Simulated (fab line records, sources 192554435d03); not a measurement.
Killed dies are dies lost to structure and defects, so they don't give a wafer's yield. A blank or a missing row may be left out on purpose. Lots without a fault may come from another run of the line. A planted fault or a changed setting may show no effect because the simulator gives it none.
Chamber matching | flow n5_finfet | N5_GATE_CUT_ALD_22 on ald_sin-02: 4 sister chambers
The step deposits SiNx, target thk 16 nm, pulse time 1 s, ald cycles 320. 14 wafers are shown with their chamber, then 7 later ones without.

WAFERS WITH THEIR CHAMBER
wafer  | chamber | heater_power_w (W) | precursor_pulse_height_rel
L074.3 | 0       | 845                | 1.014
L074.5 | 2       | 806                | 0.979
L074.6 | 1       | 875                | 1.043
L080.1 | 3       | 767                | 1.031
L080.2 | 0       | 838                | 0.990
L080.3 | 1       | 863                | 0.979
L082.2 | 3       | 764                | 0.981
L082.3 | 0       | 819                | 0.991
L082.6 | 1       | 868                | 1.007
L083.1 | 3       | 778                | 1.006
L083.3 | 1       | 892                | 1.004
L083.6 | 2       | 763                | 1.000
L084.1 | 0       | 844                | 1.010
L084.2 | 1       | 909                | 1.004

SIGNATURES (means of the wafers above)
reading                    | chamber 0 | chamber 1 | chamber 2 | chamber 3 | scatter within a chamber
heater_power_w             | 836.50    | 881.40    | 784.50    | 769.67    | 17
precursor_pulse_height_rel | 1.00125   | 1.00740   | 0.98950   | 1.00600   | 0.0201
Rule: a wafer's distance from a chamber is the root of the sum, over the readings, of the square of ((its reading less the chamber's mean) divided by the reading's scatter). The wafer belongs to the nearest chamber; if the next one is less than 2 further off, it can't be placed. The scatter: the root of (the sum of the squares of (reading less its chamber's mean) over the shown wafers, divided by (wafers less chambers)).

WAFERS WITHOUT THEIR CHAMBER
wafer  | heater_power_w (W) | precursor_pulse_height_rel
L084.5 | 767                | 1.003
L087.1 | 843                | 1.033
L087.2 | 764                | 0.999
L087.3 | 901                | 1.005
L096.2 | 756                | 1.002
L096.3 | 764                | 0.971
L096.5 | 807                | 1.021

WHICH CHAMBER EACH WENT THROUGH
wafer  | from the rows above          | in truth
L084.5 | can't be placed: 3 or 2      | 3
L087.1 | can't be placed: 0 or 1      | 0
L087.2 | can't be placed: 3 or 2      | 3
L087.3 | 1                            | 1
L096.2 | can't be placed: 3 or 2      | 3
L096.3 | can't be placed: 2 or 3      | 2
L096.5 | can't be placed: 0 or 2 or 3 | 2
Placed correctly: 1 of 7. Can't be placed from these rows: 6 (the true chamber is among the candidates in 6). Placed wrongly: 0.
